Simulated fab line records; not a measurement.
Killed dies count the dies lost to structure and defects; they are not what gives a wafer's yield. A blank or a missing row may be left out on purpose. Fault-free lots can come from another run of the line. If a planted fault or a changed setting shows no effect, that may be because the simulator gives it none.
2 desks, one fault | flow n5_finfet | each desk holds nothing but its own numbers, with what lay behind them at the end

THE TOOL OWNER'S DESK: ald_sin-01
The tool's own readings at N5_BEOL_M0_SAQP_ALD_48 (deposits SiO2, target thk 20 nm, pulse time 1 s, co reactant pulse time 1 s): means of the sampled wafers that have a number, for each lot that ran on this tool. A lot is out of limits, marked OUT, if its mean lies more than 4 standard deviations from the usual mean; the brackets give that distance.
Columns: A = heater_power_w at N5_BEOL_M0_SAQP_ALD_48, usual 79 W; B = precursor_pulse_height_rel at N5_BEOL_M0_SAQP_ALD_48, usual 1.001
lot  | first seen here | A  | B
L109 | day 6 17:35     | 76 | 0.995
L121 | day 9 08:53     | 69 | 1.011
L124 | day 10 11:56    | 76 | 1.016
This desk found nothing out of limits on any of the 3 lots.

THE METROLOGY DESK
Lot by lot, what the gauges showed, no matter which tool ran the lot: averages of those sampled wafers that carry a number. A lot is out of limits, marked OUT, if its mean lies more than 4 standard deviations from the usual mean; the brackets give that distance. Shown here are 7 of its 10 readings, the ones lying furthest out on some lot.
Columns: A = IOFF_N at N5_BEOL_M4_RC_MEAS_101, usual 0.16 nA/um; B = IOFF_P at N5_BEOL_M4_RC_MEAS_101, usual 0.21 nA/um; C = ION_P at N5_BEOL_M4_RC_MEAS_101, usual 461 uA/um; D = SS_N at N5_BEOL_M4_RC_MEAS_101, usual 71.6 mV/dec; E = SS_P at N5_BEOL_M4_RC_MEAS_101, usual 73.3 mV/dec; F = VT_N at N5_BEOL_M4_RC_MEAS_101, usual 251 mV; G = VT_P at N5_BEOL_M4_RC_MEAS_101, usual -251 mV
lot  | first seen here | A    | B    | C   | D    | E    | F   | G
L109 | day 8 17:12     | 0.14 | 0.20 | 460 | 71.0 | 73.1 | 254 | -249
L121 | day 11 05:35    | 0.16 | 0.24 | 473 | 71.2 | 72.7 | 247 | -245
L124 | day 12 05:05    | 0.16 | 0.21 | 460 | 72.2 | 74.1 | 250 | -251
L127 | day 13 07:30    | 0.12 | 0.16 | 455 | 71.6 | 72.5 | 256 | -255
This desk found nothing out of limits on any of the 4 lots.

TAKEN TOGETHER
The tool owner's desk saw nothing out of limits.
The metrology desk saw nothing out of limits.

WHAT HAD BEEN PUT IN BY THE SIMULATOR
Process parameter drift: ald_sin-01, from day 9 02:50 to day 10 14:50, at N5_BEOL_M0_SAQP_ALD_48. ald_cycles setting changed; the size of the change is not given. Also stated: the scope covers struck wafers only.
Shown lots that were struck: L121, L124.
